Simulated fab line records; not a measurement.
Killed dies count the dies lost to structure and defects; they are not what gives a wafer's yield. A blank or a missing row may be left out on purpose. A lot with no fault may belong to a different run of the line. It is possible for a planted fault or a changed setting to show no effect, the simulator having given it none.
A struck lot beside a sound one || flow n5_finfet || 38 steps out of a route of 1938
Sound: wafers L427.3, L427.5, L427.6. Struck: wafers L433.1, L433.3, L433.4. At the end, the cause is stated.
At each step with rows: each side's tool, then ch and its chambers, then its first start. Under that, the readings that differ: sound wafers || struck wafers || difference of the means || sigmas: that difference in standard deviations of wafers without a fault.
alike: readings with means less than 2 such deviations apart, plus words and numbers identical on both sides. not compared: withheld readings, readings lacking a value on some wafer, bounds such as >300 that could conceal the same value, and numbers that have no deviation in the record and whose values overlap.
A row with sigmas, a row that says differs or no value, or rows on one side alone: a step with any of these is where the two part. Numbers that don't overlap but have no deviation are shown without sigmas and don't part them. A reading that every wafer of one side lacks parts them only if that side has two wafers or more.

first, 12 steps without rows for these wafers: N5_MOL_CONTACT_COAG_ETCH_66 (etches SiARC in CF4, target depth 13 nm, time 21.7 s); N5_MOL_CONTACT_COAG_ALD_133 (deposits SiO2, target thk 5 nm, pulse time 1 s, co reactant pulse time 1 s); N5_MOL_CONTACT_COAG_ETCHBACK_134 (etches SiO2 in CHF3, target depth 10 nm, time 6.7 s); N5_MOL_CONTACT_COAG_ETCH_67 (etches SOC in N2/H2, target depth 60 nm, overetch 21 nm, time 101.2 s); N5_MOL_CONTACT_COAG_STRIP_68 (strips in N2/H2); N5_MOL_CONTACT_COAG_STRIP_69 (strips in N2/H2); N5_MOL_CONTACT_COAG_ETCHBACK_136 (etches SiO2 in CHF3, target depth 25 nm, time 16.7 s); N5_MOL_CONTACT_COAG_STRIP_120 (strips in CHF3); N5_MOL_CONTACT_COAG_VIA_ETCH_117 (etches SiO2 in C4F6/O2, target depth 40 nm, overetch 8 nm, time 26 s); N5_MOL_CONTACT_COAG_ETCH_124 (etches SiNx in CH3F/O2, stops on SiOC, target depth 6.5 nm); N5_MOL_CONTACT_COAG_ETCH_48 (etches SiOC in C4F6/O2, target depth 15 nm, overetch 4.5 nm, time 17 s); N5_MOL_CONTACT_COAG_STRIP_72 (strips in N2/H2).
N5_MOL_CONTACT_COAG_STRIP_49: strips in N2/H2, time 30 s.
  sound on plasma_asher-02 ch 0,1, day 6 22:05; struck on plasma_asher-02 ch 0,1, day 8 10:49
  alike: drypump_motor_current_A, h2_flow_sccm, heater_power_w
  not compared: rf_hours_counter_h
then, 24 steps without rows for these wafers: N5_MOL_CONTACT_COAG_PRECLEAN_138 (cleans in alkaline clean, time 60 s); N5_MOL_CONTACT_COAG_SRD_139 (time 30 s); N5_MOL_CONTACT_COAG_PRE_CLEAN_121; N5_MOL_CONTACT_COAG_CVD_140 (deposits W, target thk 66.5 nm, time 215 s); N5_MOL_CONTACT_COAG_PRECLEAN_127 (cleans in DIW, time 57.5 s); N5_MOL_CONTACT_COAG_SRD_128 (dry time 32 s); N5_MOL_CONTACT_COAG_CMP_52 (polishes, stops on SiO2, t overpolish 1.5 s, target thk 66.5 nm); N5_MOL_CONTACT_COAG_ANNEAL_112 (time 1800 s); N5_BEOL_M0_SAQP_PECVD_00 (deposits SiCN from 3MS/NH3, target thk 8 nm, time 14 s); N5_BEOL_M0_SAQP_ILD_DEP_01 (deposits SiOC from DEMS/O2, target thk 45.419 nm, time 8.7 s); N5_BEOL_M0_SAQP_HM_DEP_02 (deposits TiN, target thk 12 nm); N5_BEOL_M0_SAQP_PECVD_03 (deposits SiCN from 3MS/NH3, target thk 12 nm, time 21.1 s); N5_BEOL_M0_SAQP_PECVD_96 (deposits a-Si from SiH4/He, target thk 45 nm, time 45.2 s); N5_BEOL_M0_SAQP_PECVD_97 (deposits SiNx from SiH4/NH3/N2, target thk 23 nm, time 19.9 s); N5_BEOL_M0_SAQP_PECVD_04 (deposits a-Si from SiH4/He, target thk 60 nm, time 60.2 s); N5_BEOL_M0_SAQP_HM_DEP_111 (deposits SiO2 from SiH4/N2O, target thk 12 nm, time 7.2 s); N5_BEOL_M0_SAQP_COAT_81 (time 60 s, resist thk 100 nm); N5_BEOL_M0_SAQP_COAT_82 (time 60 s, resist thk 30 nm); N5_BEOL_M0_SAQP_COAT_08 (resist thk 90 nm); N5_BEOL_M0_SAQP_EBR_10; N5_BEOL_M0_SAQP_SOFTBAKE_09 (time 60 s); N5_BEOL_M0_SAQP_EXPOSE_11 (exposes mask M0 CORE, target cd 42 nm); N5_BEOL_M0_SAQP_PEB_12 (peb time 60 s); N5_BEOL_M0_SAQP_DEVELOP_13 (develop time 30 s).
-- here the record skips 7 days between the struck wafers' starts before and after, leaving off in module BEOL_M0_SAQP and picking up in module PASSIVATION (first step shown: number 1936 of the route) --
N5_PASSIVATION_PROBE_49:
  struck on prober-02, day 15 13:15; sound on prober-01, day 14 10:44
{"reading": "killed_at_contacts", "sound": "16 13 19", "struck": "107 95 111", "difference": "+88", "sigmas": "+14"}
{"reading": "killed_dies", "sound": "111 92 74", "struck": "153 169 189", "difference": "+78", "sigmas": "+5"}
{"reading": "killed_on_rim", "sound": "12 10 13", "struck": "16 29 21", "difference": "+10", "sigmas": "+3"}
  alike: killed_at_M0_to_M3, killed_at_M4_up, killed_at_front_end, killed_at_other, killed_open, killed_short

## WHERE THEY PART
N5_PASSIVATION_PROBE_49 only, going by this record.

WHY: what the simulator had put in
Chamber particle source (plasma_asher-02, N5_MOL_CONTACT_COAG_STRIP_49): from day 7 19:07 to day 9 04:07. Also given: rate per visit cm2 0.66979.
